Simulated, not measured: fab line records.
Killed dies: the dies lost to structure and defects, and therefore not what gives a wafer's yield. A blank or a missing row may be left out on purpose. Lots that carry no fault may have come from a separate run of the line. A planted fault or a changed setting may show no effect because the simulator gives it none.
fab line records	flow nandHarc	part 1 of 2: steps 1 to 4 of 6
record: lots: 22	wafers: 66	lastDay: 33
route steps=1302 shown P_CONTACT@218 P_M0@267
lots with no fault: from the same line, run without faults
startH: hours from the record's first day to the start of the lot's first wafer shown	waitH: hours from the lot's prior step to this one	" as in the row above	L1.1+2: several wafers, shown together as one row	- value missing, or start not given	* or withheld: withheld	< > ~ a bound
route shown NAME@n: a module of which the file shows steps, and the number in the route of the first	usual: mean and standard deviation over wafers with no fault	same: alike in all rows	chamber/n: place in a boat	sites: per-site readings	_std_site: standard deviation of those values	_edge_site: mean of outer sites minus mean of inner sites	radiusMm: for every site, how far away it sits from the centre of the wafer	mask NAME#n: copy n	behind: tool/chamber where the wafer was last shaped	hold: why the lot was held/for how many hours/how that ended	device: the n, p or np transistor that did not switch	end of line: the route-end tests of the same wafers	step lacking rows: just its recipe	killed: count of dies lost to structure and defects at first sort (not the wafer's yield)	map: dies across one wafer; x = killed, . = not, _ = none there
set.NAME: the setting the step ran with; set.NAME@STEP: the setting that earlier step ran with	model.NAME: the simulator's own value behind a step, which no gauge read
the route's steps for a sample of lots (tables are steps, rows are wafers)
services: the hour from which a tool's chamber was out of use, counted from the record's first day as startH (under 0 if before that day), plus the number of hours and why
== steps ==
step: NHARC_P_CONTACT_DEP_00
recipe: targetThkA: 5000	tempC: 400	pressureTorr: 6.5	rfW: 900	teosFlowSccm: 161.4	flowSccm: 2650	targetThkNm: 500	gas: O2	material: SiO2
usual: heaterPowerW: 588/52	throttleValvePct: 16.1/0.48
lot.wafer	tool	chamber	startH	waitH	heaterPowerW	throttleValvePct
L075.1	pecvd-03	2	-	-	576	15.7
L075.4	"	1	"	"	492	16.7
L075.5	"	2	"	"	576	15.9
L074.3	pecvd-01	0	-	-	594	16.5
L074.4	"	1	"	"	577	15.9
L074.5	"	2	"	"	672	16.4
L076.1	pecvd-03	0	-	-	622	16.2
L076.3	"	2	"	"	581	15.4
L076.4	"	2	"	"	617	15.8
L078.1	pecvd-01	2	-	-	645	16.1
L078.6	"	0	"	"	629	15.7
L078.4	"	1	"	"	478	15.9
L079.1	pecvd-03	2	-	-	610	15.7
L079.2	"	0	"	"	610	16.4
L079.6	"	0	"	"	638	16.2
L080.2	pecvd-03	2	-	-	523	15.6
L080.1	"	0	"	"	629	16.4
L080.3	"	1	"	"	552	16.9
L081.1	pecvd-04	1	-	-	550	15.0
L081.3	"	0	"	"	619	16.0
L081.5	"	0	"	"	623	15.9
L082.3	pecvd-04	2	-	-	512	16.0
L082.1	"	0	"	"	594	16.1
L082.4	"	2	"	"	545	16.1
L083.2	pecvd-01	0	-	-	639	15.9
L083.4	"	1	"	"	493	16.0
L083.5	"	2	"	"	643	16.1
L084.3	pecvd-01	2	-	-	633	16.0
L084.1	"	0	"	"	520	16.0
L084.4	"	2	"	"	647	16.3
L086.1	pecvd-04	1	-	-	497	15.0
L086.6	"	2	"	"	557	16.2
L086.4	"	0	"	"	496	16.3
L087.1	pecvd-03	1	-	-	652	16.5
L087.3	"	2	"	"	486	15.2
L087.4	"	1	"	"	498	16.5
L089.2	pecvd-03	0	-	-	648	16.3
L089.1	"	1	"	"	643	16.3
L089.6	"	2	"	"	596	15.5
L088.3	pecvd-04	0	-	-	630	16.2
L088.4	"	0	"	"	651	16.3
L088.6	"	1	"	"	575	15.3
L090.3	pecvd-03	1	-	-	648	16.4
L090.4	"	1	"	"	661	16.5
L090.5	"	0	"	"	533	16.5
L091.1	pecvd-01	0	-	-	521	16.0
L091.2	"	2	"	"	549	16.3
L091.6	"	2	"	"	577	16.3
L092.1	pecvd-03	0	-	-	663	16.6
L092.2	"	1	"	"	556	16.6
L092.6	"	2	"	"	608	15.6
L093.1	pecvd-03	1	-	-	554	16.5
L093.6	"	2	"	"	634	15.6
L093.5	"	1	"	"	577	16.5
L094.1	pecvd-04	1	-	-	641	15.3
L094.4	"	2	"	"	538	16.0
L094.6	"	0	"	"	678	15.2
L095.1	pecvd-03	2	-	-	587	15.6
L095.3	"	1	"	"	658	16.5
L095.5	"	1	"	"	499	16.6
L096.2	pecvd-01	2	-	-	634	16.3
L096.1	"	0	"	"	553	15.9
L096.4	"	0	"	"	586	16.1
L097.1	pecvd-03	0	-	-	534	16.6
L097.6	"	0	"	"	574	16.7
L097.4	"	2	"	"	576	15.9
step: NHARC_P_CONTACT_DESCUM_17
recipe: timeS: 3	o2FlowSccm: 200	arFlowSccm: 0	biasPowerW: 0	chemistry: O2
usual: chamberPressureMTorr: 60.00/0.055	drypumpMotorCurrentA: 5.9/0.46	oesProductAu: 0.999/0.012	rfVppV: 57.5/0.87	showerheadPlenumPTorr: 1.88/0.08	throttleValvePct: 11.311/0.0094
lot.wafer	tool	chamber	startH	waitH	chamberPressureMTorr	drypumpMotorCurrentA	oesProductAu	rfHoursCounterH	rfVppV	showerheadPlenumPTorr	throttleValvePct
L075.1	rieDiel-11	1	130.44	0.1	59.97	6.5	0.962	1.0	58.3	1.95	11.317
L075.4	"	3	"	"	59.94	6.4	1.010	-	56.0	1.83	11.290
L075.5	"	0	"	"	60.06	5.7	0.982	-	57.5	1.89	11.326
L074.3	rieDiel-01	0	130.78	0.1	60.09	6.5	0.991	7.7	58.0	1.90	11.301
L074.5	"	1	"	"	59.99	5.7	1.019	-	57.0	1.81	11.312
L074.4	"	2	"	"	60.02	5.6	1.008	-	56.5	1.79	11.321
L076.3	rieDiel-01	2	142.95	0.1	60.07	5.7	0.992	8.0	57.7	1.79	11.312
L076.1	"	3	"	"	60.03	5.2	0.987	5.7	58.0	2.06	11.313
L076.4	"	0	"	"	59.97	6.5	0.989	8.3	58.5	1.90	11.311
L078.1	rieDiel-01	3	158.58	0.1	59.93	5.3	1.000	6.7	58.0	2.06	11.312
L078.4	"	1	"	"	60.05	5.7	1.013	9.2	55.8	1.81	11.302
L078.6	"	2	"	"	60.01	5.7	1.018	-	57.9	1.79	11.318
L079.2	rieDiel-11	2	169.18	0.1	60.07	5.6	1.008	1.6	57.3	1.88	11.305
L079.1	"	0	"	"	59.99	5.7	0.999	2.3	57.2	1.89	11.309
L079.6	"	2	"	"	60.08	5.6	1.009	-	57.8	1.88	11.308
L080.2	rieDiel-08	0	178.31	0.1	59.96	6.3	1.004	3.2	57.2	1.78	11.316
L080.1	"	1	"	"	59.96	5.2	0.993	3.4	57.8	1.79	11.303
L080.3	"	3	"	"	60.07	5.8	0.994	3.3	57.8	2.01	11.310
L081.1	rieDiel-11	1	184.71	0.1	60.02	6.5	0.985	2.6	57.9	1.94	11.314
L081.3	"	2	"	"	60.02	5.6	1.006	2.3	57.9	1.88	11.308
L081.5	"	2	"	"	60.04	5.6	1.008	-	55.7	1.88	11.332
L082.1	rieDiel-01	0	196.13	0.1	60.09	6.5	0.992	11.0	58.8	1.90	11.317
L082.4	"	2	"	"	59.92	5.7	1.014	11.2	57.2	1.78	11.300
L082.3	"	3	"	"	60.00	5.2	0.992	8.8	57.9	2.06	11.300
L083.2	rieDiel-11	2	208.41	0.1	59.99	5.6	1.009	3.1	57.7	1.88	11.313
L083.4	"	0	"	"	59.92	5.7	1.002	3.5	56.9	1.89	11.308
L083.5	"	1	"	"	59.94	6.5	0.996	-	58.4	1.94	11.312
L084.3	rieDiel-11	1	220.44	0.1	59.90	6.5	0.995	4.0	56.9	1.94	11.304
L084.4	"	2	"	"	60.00	5.6	1.004	3.7	56.8	1.88	11.329
L084.1	"	3	"	"	59.97	6.4	1.016	4.2	57.0	1.83	11.303
L086.1	rieDiel-01	1	233.67	0.1	59.97	5.7	0.990	1.6	56.2	1.81	11.336
L086.4	"	2	"	"	59.99	5.6	1.008	1.6	58.0	1.78	11.323
L086.6	"	0	"	"	59.95	6.5	0.972	-	56.4	1.90	11.322
L087.4	rieDiel-08	1	261.24	0.1	59.99	5.1	1.007	1.3	57.6	1.79	11.292
L087.3	"	3	"	"	60.02	5.8	0.989	1.3	56.7	2.01	11.306
L087.1	"	0	"	"	59.98	6.3	0.987	1.4	55.6	1.78	11.304
L089.1	rieDiel-08	3	262.21	0.1	59.89	5.8	0.978	1.7	58.6	2.01	11.317
L089.2	"	0	"	"	60.15	6.3	0.992	1.6	56.1	1.78	11.298
L089.6	"	1	"	"	59.98	5.2	1.008	-	57.5	1.79	11.315
L088.3	rieDiel-11	3	264.71	0.1	59.93	6.4	1.020	0	56.8	1.83	11.317
L088.4	"	0	"	"	59.95	5.7	0.999	0	57.8	1.89	11.313
L088.6	"	3	"	"	59.94	6.4	1.019	-	56.1	1.83	11.333
L090.4	rieDiel-11	1	281.28	0.1	60.02	6.5	1.002	0.6	58.5	1.94	11.314
L090.3	"	0	"	"	59.96	5.7	0.997	0.6	57.2	1.89	11.296
L090.5	"	1	"	"	60.05	6.5	0.994	-	58.8	1.94	11.323
L091.2	rieDiel-01	3	285.57	0.1	59.99	5.3	1.000	3.7	57.8	2.05	11.294
L091.1	"	0	"	"	60.03	6.5	0.993	4.1	57.4	1.90	11.329
L091.6	"	2	"	"	60.02	5.7	1.026	-	55.8	1.78	11.307
L092.2	rieDiel-01	1	296.35	0.1	60.00	5.7	0.986	5.2	56.2	1.81	11.298
L092.1	"	2	"	"	59.93	5.7	1.000	5.1	56.3	1.78	11.301
L092.6	"	0	"	"	60.06	6.5	0.988	-	57.4	1.90	11.302
L093.1	rieDiel-08	0	304.90	0.1	60.04	6.3	0.995	2.7	57.3	1.78	11.316
L093.6	"	3	"	"	59.99	5.8	0.981	-	57.9	2.01	11.311
L093.5	"	0	"	"	60.02	6.3	0.992	-	58.3	1.78	11.303
L094.4	rieDiel-11	1	323.94	0.1	60.04	6.6	1.000	1.6	57.2	1.94	11.310
L094.1	"	3	"	"	59.95	6.4	1.018	1.7	56.6	1.83	11.310
L094.6	"	2	"	"	60.04	5.6	1.000	-	57.5	1.88	11.342
L095.3	rieDiel-11	1	328.34	0.1	59.92	6.5	1.004	2.0	57.9	1.94	11.315
L095.1	"	2	"	"	59.89	5.6	1.012	2.2	58.2	1.88	11.315
L095.5	"	0	"	"	60.01	5.7	0.997	-	58.4	1.89	11.308
L096.2	rieDiel-08	2	333.55	0.1	59.94	5.7	0.991	3.4	58.0	1.87	11.313
L096.1	"	3	"	"	59.87	5.8	0.982	3.4	58.8	2.01	11.300
L096.4	"	1	"	"	60.03	5.2	1.023	3.2	57.5	1.79	11.311
L097.4	rieDiel-08	1	347.83	0.1	60.06	5.1	1.014	3.7	56.7	1.79	11.312
L097.1	"	2	"	"	60.08	5.7	0.996	4.0	58.0	1.87	11.316
L097.6	"	2	"	"	59.93	5.7	0.985	-	57.5	1.87	11.297
step: NHARC_P_CONTACT_ETCH_18
recipe: targetDepthA: 4810	timeS: 240.5	c4f8FlowSccm: 20	o2FlowSccm: 10	arFlowSccm: withheld	rfW: 600	biasW: 1500	chemistry: C4F8/O2/Ar
usual: chamberPressureMTorr: 25.000/0.021	oesProductAu: 0.960/0.019	rfVppV: 976/5.3
lot.wafer	tool	chamber	startH	waitH	chamberPressureMTorr	oesProductAu	rfHoursCounterH	rfVppV
L075.1	rieDiel-11	3	-	-	24.978	0.965	1.5	972
L075.5	"	1	"	"	24.995	0.936	-	980
L075.4	"	3	"	"	24.988	0.969	-	973
L074.3	rieDiel-01	0	-	-	24.980	0.958	8.0	979
L074.4	"	2	"	"	24.974	0.976	-	969
L074.5	"	0	"	"	24.969	0.946	-	977
L076.1	rieDiel-01	0	-	-	25.015	0.967	8.6	978
L076.4	"	2	"	"	25.066	0.976	8.2	969
L076.3	"	3	"	"	25.016	0.980	6.0	987
L078.1	rieDiel-01	2	-	-	25.000	0.941	9.1	968
L078.4	"	3	"	"	25.028	0.927	7.0	988
L078.6	"	1	"	"	24.969	0.939	-	972
L079.1	rieDiel-11	3	-	-	25.005	0.964	2.7	972
L079.2	"	0	"	"	24.972	0.954	2.5	976
L079.6	"	0	"	"	24.998	0.962	-	977
L080.1	rieDiel-08	3	-	-	24.977	0.944	3.5	983
L080.2	"	0	"	"	25.005	0.941	3.3	970
L080.3	"	2	"	"	24.991	0.958	3.4	977
L081.1	rieDiel-11	0	-	-	25.005	0.936	3.0	976
L081.3	"	3	"	"	24.976	0.938	3.2	973
L081.5	"	1	"	"	25.003	0.924	-	981
L082.1	rieDiel-01	3	-	-	24.979	0.962	9.0	987
L082.3	"	1	"	"	24.973	0.961	11.4	971
L082.4	"	2	"	"	25.025	0.994	11.4	970
L083.4	rieDiel-11	1	-	-	24.999	0.960	3.8	981
L083.2	"	0	"	"	24.975	0.983	3.7	976
L083.5	"	1	"	"	24.980	0.959	-	979
L084.1	rieDiel-11	3	-	-	24.972	0.982	4.5	973
L084.4	"	0	"	"	24.985	0.973	4.1	976
L084.3	"	1	"	"	24.985	0.949	4.2	981
L086.1	rieDiel-01	0	-	-	24.989	0.940	1.8	976
L086.4	"	3	"	"	25.016	0.965	1.9	987
L086.6	"	0	"	"	24.996	0.943	-	978
L087.1	rieDiel-08	3	-	-	25.006	0.960	1.6	985
L087.4	"	0	"	"	24.998	0.954	1.5	968
L087.3	"	1	"	"	25.017	0.962	1.5	971
L089.2	rieDiel-08	3	-	-	24.990	0.959	2.0	984
L089.1	"	0	"	"	25.030	0.960	1.9	968
L089.6	"	1	"	"	25.015	0.965	-	970
L088.3	rieDiel-11	3	-	-	25.001	0.982	0.2	972
L088.4	"	0	"	"	25.010	0.987	0.3	978
L088.6	"	2	"	"	25.034	0.970	-	976
L090.3	rieDiel-11	3	-	-	25.016	0.996	0.7	972
L090.4	"	1	"	"	25.035	0.959	0.8	981
L090.5	"	2	"	"	24.998	0.973	-	975
L091.2	rieDiel-01	2	-	-	24.959	0.938	4.2	969
L091.1	"	3	"	"	24.957	0.928	3.9	988
L091.6	"	1	"	"	24.982	0.917	-	971
L092.1	rieDiel-01	0	-	-	25.013	0.961	5.0	977
L092.2	"	1	"	"	25.025	0.967	5.5	970
L092.6	"	0	"	"	25.004	0.961	-	977
L093.1	rieDiel-08	0	-	-	25.042	0.932	2.9	967
L093.6	"	1	"	"	25.030	0.981	-	970
L093.5	"	2	"	"	25.011	0.970	-	975
L094.4	rieDiel-11	3	-	-	25.006	0.987	1.9	974
L094.1	"	0	"	"	25.009	0.981	1.6	978
L094.6	"	0	"	"	24.994	0.983	-	977
L095.1	rieDiel-11	0	-	-	25.016	0.949	2.0	977
L095.3	"	2	"	"	24.980	0.968	2.5	976
L095.5	"	1	"	"	25.002	0.936	-	979
L096.1	rieDiel-08	3	-	-	24.980	0.935	3.6	984
L096.2	"	0	"	"	24.978	0.956	3.3	969
L096.4	"	1	"	"	25.014	0.986	3.4	969
L097.1	rieDiel-11	2	348.38	-	24.967	0.990	2.9	977
L097.4	"	3	"	"	24.977	1.000	2.6	972
L097.6	"	0	"	"	25.019	0.985	-	978
step: NHARC_P_CONTACT_STRIP_28
recipe: o2FlowSccm: 500	arFlowSccm: 0	biasW: 0	chemistry: O2
usual: chamberPressureMTorr: 60.00/0.06	drypumpMotorCurrentA: 5.9/0.47	oesProductAu: 1.000/0.012	rfVppV: 57.6/0.89	showerheadPlenumPTorr: 3.47/0.15	throttleValvePct: 17.037/0.0096
lot.wafer	tool	chamber	startH	waitH	chamberPressureMTorr	drypumpMotorCurrentA	oesProductAu	rfHoursCounterH	rfVppV	showerheadPlenumPTorr	throttleValvePct
L075.4	rieDiel-08	3	131.51	0.1	59.97	5.8	0.986	2.4	57.7	3.70	17.044
L075.1	"	1	"	"	60.00	5.1	0.999	2.7	56.8	3.32	17.016
L075.5	"	0	"	"	60.09	6.3	1.011	-	56.2	3.31	17.046
L074.3	rieDiel-11	0	131.85	0.1	60.07	5.7	0.994	1.5	58.4	3.49	17.049
L074.5	"	1	"	"	60.01	6.5	0.980	-	57.4	3.58	17.041
L074.4	"	3	"	"	59.95	6.4	1.018	-	55.7	3.39	17.038
L076.3	rieDiel-11	2	143.88	0.1	59.94	5.6	1.012	1.0	57.7	3.47	17.050
L076.1	"	3	"	"	60.02	6.4	1.003	1.8	57.1	3.39	17.034
L076.4	"	1	"	"	59.97	6.5	0.987	1.6	58.0	3.58	17.029
L078.1	rieDiel-08	3	159.53	0.1	59.96	5.8	1.000	3.1	58.3	3.70	17.031
L078.4	"	2	"	"	59.90	5.7	0.998	2.9	58.0	3.46	17.038
L078.6	"	0	"	"	60.01	6.3	1.003	-	58.1	3.31	17.013
L079.1	rieDiel-11	2	170.11	0.1	60.04	5.6	1.008	2.0	56.9	3.47	17.041
L079.2	"	0	"	"	59.97	5.7	1.000	2.6	57.4	3.49	17.034
L079.6	"	3	"	"	59.86	6.4	1.005	-	56.4	3.39	17.033
L080.1	rieDiel-01	3	179.26	0.1	60.00	5.2	1.004	8.1	57.5	3.77	17.048
L080.3	"	0	"	"	59.99	6.5	0.998	10.3	57.9	3.51	17.061
L080.2	"	2	"	"	59.93	5.7	1.019	10.3	57.0	3.31	17.029
L081.3	rieDiel-01	2	186.07	0.1	60.04	5.7	1.010	11.0	57.5	3.31	17.044
L081.1	"	3	"	"	60.06	5.3	0.997	8.6	58.0	3.77	17.046
L081.5	"	1	"	"	60.04	5.7	0.999	-	57.1	3.35	17.049
L082.4	rieDiel-11	2	197.09	0.1	60.05	5.6	1.006	2.9	56.5	3.47	17.041
L082.3	"	3	"	"	60.09	6.4	1.017	3.5	57.3	3.39	17.030
L082.1	"	0	"	"	60.01	5.7	1.007	3.4	58.6	3.49	17.035
L083.2	rieDiel-08	2	209.37	0.1	59.98	5.7	0.979	0.3	58.2	3.45	17.033
L083.4	"	3	"	"	60.00	5.8	0.997	0.3	58.1	3.70	17.048
L083.5	"	2	"	"	60.02	5.7	0.991	-	57.7	3.45	17.023
L084.3	rieDiel-01	0	221.41	0.1	60.07	6.6	0.984	1.4	59.3	3.51	17.029
L084.4	"	1	"	"	60.04	5.7	0.991	1.3	57.1	3.35	17.044
L084.1	"	2	"	"	60.04	5.7	1.005	1.3	56.6	3.31	17.032
L086.4	rieDiel-01	0	234.62	0.1	59.96	6.5	0.983	2.0	58.2	3.51	17.040
L086.1	"	2	"	"	60.01	5.7	0.999	2.0	56.9	3.31	17.037
L086.6	"	3	"	"	59.94	5.3	0.990	-	59.4	3.77	17.048
L087.1	rieDiel-01	1	262.20	0.1	60.11	5.7	0.994	3.0	56.8	3.35	17.031
L087.3	"	2	"	"	59.89	5.7	1.010	2.9	56.9	3.30	17.035
L087.4	"	3	"	"	59.97	5.2	0.990	2.7	58.1	3.77	17.022
L089.2	rieDiel-01	3	263.17	0.1	60.00	5.2	0.987	2.8	58.0	3.77	17.039
L089.1	"	0	"	"	59.99	6.5	0.983	2.9	58.6	3.51	17.050
L089.6	"	1	"	"	59.94	5.8	0.991	-	57.5	3.35	17.057
L088.3	rieDiel-01	3	265.66	0.1	60.01	5.3	0.982	2.8	59.8	3.77	17.043
L088.4	"	0	"	"	59.93	6.6	0.976	3.0	58.6	3.51	17.025
L088.6	"	3	"	"	60.07	5.3	0.990	-	57.8	3.77	17.042
L090.4	rieDiel-08	0	282.23	0.1	60.04	6.3	1.001	2.2	57.5	3.31	17.037
L090.3	"	1	"	"	60.00	5.2	1.012	2.1	57.5	3.32	17.027
L090.5	"	1	"	"	59.99	5.2	1.024	-	57.8	3.32	17.035
L091.1	rieDiel-11	3	286.89	0.1	60.07	6.4	1.022	1.0	59.1	3.39	17.039
L091.2	"	1	"	"	59.97	6.6	0.992	1.0	59.1	3.58	17.041
L091.6	"	2	"	"	59.97	5.6	1.006	-	57.9	3.47	17.037
L092.2	rieDiel-08	3	297.28	0.1	60.06	5.8	0.982	2.8	59.0	3.70	17.055
L092.1	"	0	"	"	59.92	6.3	0.995	2.6	56.2	3.31	17.038
L092.6	"	3	"	"	60.04	5.8	0.991	-	59.2	3.70	17.025
L093.1	rieDiel-01	0	305.87	0.1	60.05	6.5	0.998	5.7	57.4	3.50	17.051
L093.6	"	2	"	"	59.94	5.7	1.022	-	57.4	3.30	17.031
L093.5	"	3	"	"	60.08	5.2	0.998	-	58.5	3.77	17.035
L094.4	rieDiel-01	2	324.88	0.1	60.05	5.7	1.017	7.3	56.5	3.30	17.037
L094.1	"	1	"	"	59.86	5.7	1.003	7.3	55.9	3.35	17.029
L094.6	"	3	"	"	59.97	5.2	0.997	-	57.0	3.77	17.026
L095.1	rieDiel-08	1	329.31	0.1	59.99	5.2	1.028	3.2	56.7	3.32	17.029
L095.3	"	2	"	"	59.90	5.6	1.003	3.4	58.7	3.45	17.036
L095.5	"	1	"	"	59.94	5.2	1.022	-	57.7	3.32	17.036
L096.4	rieDiel-11	1	334.51	0.1	60.01	6.5	0.988	2.5	58.0	3.58	17.050
L096.1	"	2	"	"	59.95	5.6	0.999	2.7	57.0	3.47	17.023
L096.2	"	3	"	"	60.05	6.4	1.016	2.4	56.7	3.39	17.055
L097.4	rieDiel-01	1	348.85	0.1	59.97	5.7	1.000	8.7	57.7	3.34	17.047
L097.1	"	2	"	"	59.89	5.7	1.017	7.9	59.0	3.30	17.017
L097.6	"	0	"	"	60.02	6.5	0.989	-	57.4	3.50	17.025
